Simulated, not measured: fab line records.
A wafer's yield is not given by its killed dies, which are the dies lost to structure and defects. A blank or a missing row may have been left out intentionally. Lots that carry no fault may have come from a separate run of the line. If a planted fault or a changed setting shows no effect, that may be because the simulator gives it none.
Matching of chambers || flow n5-finfet || N5_BEOL_M11_CURE_71 on uv-cure-03 has 3 sister chambers
The step cures SiCOH lowk, time 240 s. 6 wafers are shown with their chamber, then 10 later ones without.

== WAFERS WITH THEIR CHAMBER ==
{"wafer": "L083.5", "chamber": 2, "wafer_temp_C_max": 386.2, "lamp-power-pct (%)": 52.30}
{"wafer": "L083.6", "chamber": 2, "wafer_temp_C_max": 386.2, "lamp-power-pct (%)": 52.26}
{"wafer": "L086.3", "chamber": 0, "wafer_temp_C_max": 387.2, "lamp-power-pct (%)": 52.29}
{"wafer": "L086.4", "chamber": 0, "wafer_temp_C_max": 387.4, "lamp-power-pct (%)": 52.28}
{"wafer": "L084.2", "chamber": 1, "wafer_temp_C_max": 385.7, "lamp-power-pct (%)": 52.39}
{"wafer": "L084.4", "chamber": 1, "wafer_temp_C_max": 385.9, "lamp-power-pct (%)": 52.33}

== WAFERS MISSING THEIR CHAMBER ==
{"wafer": "L084.5", "wafer_temp_C_max": 385.7, "lamp-power-pct (%)": 52.27}
{"wafer": "L091.2", "wafer_temp_C_max": 386.3, "lamp-power-pct (%)": 52.31}
{"wafer": "L091.5", "wafer_temp_C_max": 386.3, "lamp-power-pct (%)": 52.27}
{"wafer": "L091.6", "wafer_temp_C_max": 386.5, "lamp-power-pct (%)": 52.20}
{"wafer": "L093.1", "wafer_temp_C_max": 385.5, "lamp-power-pct (%)": 52.28}
{"wafer": "L093.2", "wafer_temp_C_max": 385.6, "lamp-power-pct (%)": 52.30}
{"wafer": "L093.5", "wafer_temp_C_max": 385.7, "lamp-power-pct (%)": 52.31}
{"wafer": "L093.3", "wafer_temp_C_max": 385.5, "lamp-power-pct (%)": 52.37}
{"wafer": "L093.4", "wafer_temp_C_max": 385.6, "lamp-power-pct (%)": 52.36}
{"wafer": "L093.6", "wafer_temp_C_max": 385.8, "lamp-power-pct (%)": 52.29}

== WHICH CHAMBER EACH ONE RAN IN ==
{"wafer": "L084.5", "from the rows above": "can't be placed: 1 or 2", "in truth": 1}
{"wafer": "L091.2", "from the rows above": 2, "in truth": 2}
{"wafer": "L091.5", "from the rows above": 2, "in truth": 2}
{"wafer": "L091.6", "from the rows above": 2, "in truth": 2}
{"wafer": "L093.1", "from the rows above": 1, "in truth": 1}
{"wafer": "L093.2", "from the rows above": 1, "in truth": 1}
{"wafer": "L093.5", "from the rows above": 1, "in truth": 1}
{"wafer": "L093.3", "from the rows above": 1, "in truth": 1}
{"wafer": "L093.4", "from the rows above": 1, "in truth": 1}
{"wafer": "L093.6", "from the rows above": "can't be placed: 1 or 2", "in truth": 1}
8 of 10 placed correctly. Cannot be placed on the basis of these rows: 2; the candidates contain the true chamber in 2. Placed wrongly: 0.
How it was worked out, from the rows above alone: a wafer's distance from a chamber is the root of the sum, over the readings, of the square of ((its reading less the chamber's mean) divided by the reading's scatter). The wafer belongs to the nearest chamber; if the next one is less than 2 further off, it can't be placed. For every chamber, the mean is computed from those of its wafers that are shown. The scatter: take each reading less its chamber's mean, square it, sum over the shown wafers, divide by the number of wafers less the number of chambers, and take the root.
